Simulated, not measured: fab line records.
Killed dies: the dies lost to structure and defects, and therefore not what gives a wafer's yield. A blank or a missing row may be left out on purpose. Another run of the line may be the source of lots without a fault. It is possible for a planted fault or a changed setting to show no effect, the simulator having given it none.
Split-lot experiment -- flow n5_finfet -- on a route of 1938 steps: 7 lots, 21 wafers read

== ABOUT THE SPLIT ==
At N5_BEOL_M5_HM_DEP_02 (deposits TiN, target thk 20 nm), the setting target_thk_a was moved away from the recipe's 200 angstrom on 6 of the 21 wafers read, by -12.4% to +6.5%. The other wafers ran this setting at the recipe's value.

== FROM THE SPLIT TO THE READING: what the file shows between them, 5 steps ==
- N5_BEOL_M5_COAT_59: time 60 s, resist thk 60 nm
- N5_BEOL_M5_COAT_60: time 60 s, resist thk 12 nm
- N5_BEOL_M5_STRIP_73: strips in N2/H2
- N5_BEOL_M5_STRIP_64: strips in CF4
- N5_BEOL_M5_HM_OPEN_17: chemistry Cl2/BCl3, target TiN, target depth 20 nm, overetch 6 nm

== THE READING ==
TiN_of_BEOL_M5_HM_DEP_02.thk_nm (the simulator's own value, which no gauge read), in nm, at N5_BEOL_M5_TRENCH_ETCH_37 (etches SiCOH lowk in C4F6/O2, target depth 71.652 nm, time 24.7 s). There is no usual value for it anywhere in the file. The 15 wafers here that ran the recipe average 17.8 nm, standard deviation 0.21 nm.

wafer,"tool, chamber at the split","target_thk_a as run, angstrom",against the recipe,"TiN_of_BEOL_M5_HM_DEP_02.thk_nm, nm",against lot-mates on the recipe
L074.2,"pvd_sputter-01, -",200,recipe,17.6,-
L074.3,"pvd_sputter-01, -",200,recipe,17.4,-
L074.4,"pvd_sputter-01, -",200,recipe,17.8,-
L075.4,"pvd_sputter-01, -",175.2,-12.4%,15.6,-2.6
L075.5,"pvd_sputter-01, -",200,recipe,18.2,-
L075.6,"pvd_sputter-01, -",175.2,-12.4%,15.8,-2.4
L078.1,"pvd_sputter-01, -",200,recipe,17.6,-
L078.2,"pvd_sputter-01, -",183.8,-8.1%,16.4,-1.4
L078.5,"pvd_sputter-01, -",200,recipe,18,-
L080.2,"pvd_sputter-03, -",213,+6.5%,19,+1.2
L080.5,"pvd_sputter-03, -",200,recipe,17.8,-
L080.6,"pvd_sputter-03, -",200,recipe,17.8,-
L086.2,"pvd_sputter-02, -",200,recipe,17.8,-
L086.3,"pvd_sputter-02, -",200,recipe,18,-
L086.5,"pvd_sputter-02, -",200,recipe,18,-
L092.1,"pvd_sputter-03, -",200,recipe,17.6,-
L092.5,"pvd_sputter-03, -",200,recipe,17.8,-
L092.6,"pvd_sputter-03, -",200,recipe,18,-
L093.1,"pvd_sputter-03, -",200,recipe,17.6,-
L093.2,"pvd_sputter-03, -",212.4,+6.2%,19.2,+1.6
L093.6,"pvd_sputter-03, -",212.4,+6.2%,19,+1.4

THE FIT
A straight line over all 21 wafers: TiN_of_BEOL_M5_HM_DEP_02.thk_nm changes by +0.178 nm for each +1% of target_thk_a; r = +0.98; the points scatter about the line by 0.2 nm.
The same after taking each lot's own level away (the mean of its wafers on the recipe; 21 wafers): +0.203 nm for each +1%; r = +0.99; scatter 0.16 nm.
That fit puts the effect of the largest move of target_thk_a on the reading at 2.5 nm.
Measured against the standard deviation above, the lots' own levels, which go from 17.60 to 18.20 nm, span 2.9 times it.
Thus the slope moves with the lot-to-lot level: the two fits are different.
Check: with one of the wafers moved furthest among these (-12.4%) left out of the fit, the line predicts -2.44 nm for it against its lot-mates. Against them it came out at -2.6 nm.

== THE OTHER SPLITS THESE WAFERS WENT THROUGH ==
Before the reading, these wafers also passed through other splits. Each is held against what the fit with the lots' levels taken away leaves over:
other split on the same wafers,wafers away from the commonest value,r with TiN_of_BEOL_M5_HM_DEP_02.thk_nm (lot level and that fit taken away)
N5_BEOL_M3_SPUTTER_48 time_s,5,+0.25
N5_BEOL_M5_PECVD_70 temp_c,8,+0.17

== THE WHOLE CHAIN: every reading that the file lists as answering this split, in the file's order ==
step,what it does,reading,change (the file's fit),r (the file's)
N5_BEOL_M5_HM_DEP_02,"deposits TiN, target thk 20 nm","TiN_of_BEOL_M5_HM_DEP_02.thk_nm (the simulator's own value, which no gauge read)",+0.187 nm for each +1% of the setting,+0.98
N5_BEOL_M5_HM_OPEN_17,"chemistry Cl2/BCl3, target TiN, target depth 20 nm, overetch 6 nm","etch.depth_nm (the simulator's own value, which no gauge read)",+0.192 nm for each +1% of the setting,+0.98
N5_BEOL_M5_TRENCH_ETCH_37,"etches SiCOH lowk in C4F6/O2, target depth 71.652 nm, time 24.7 s","TiN_of_BEOL_M5_HM_DEP_02.thk_nm (the simulator's own value, which no gauge read)",+0.198 nm for each +1% of the setting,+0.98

== THE FILE'S OWN FIT ==
TiN_of_BEOL_M5_HM_DEP_02.thk_nm changes by +0.198 nm for each +1% of target_thk_a, r = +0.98.
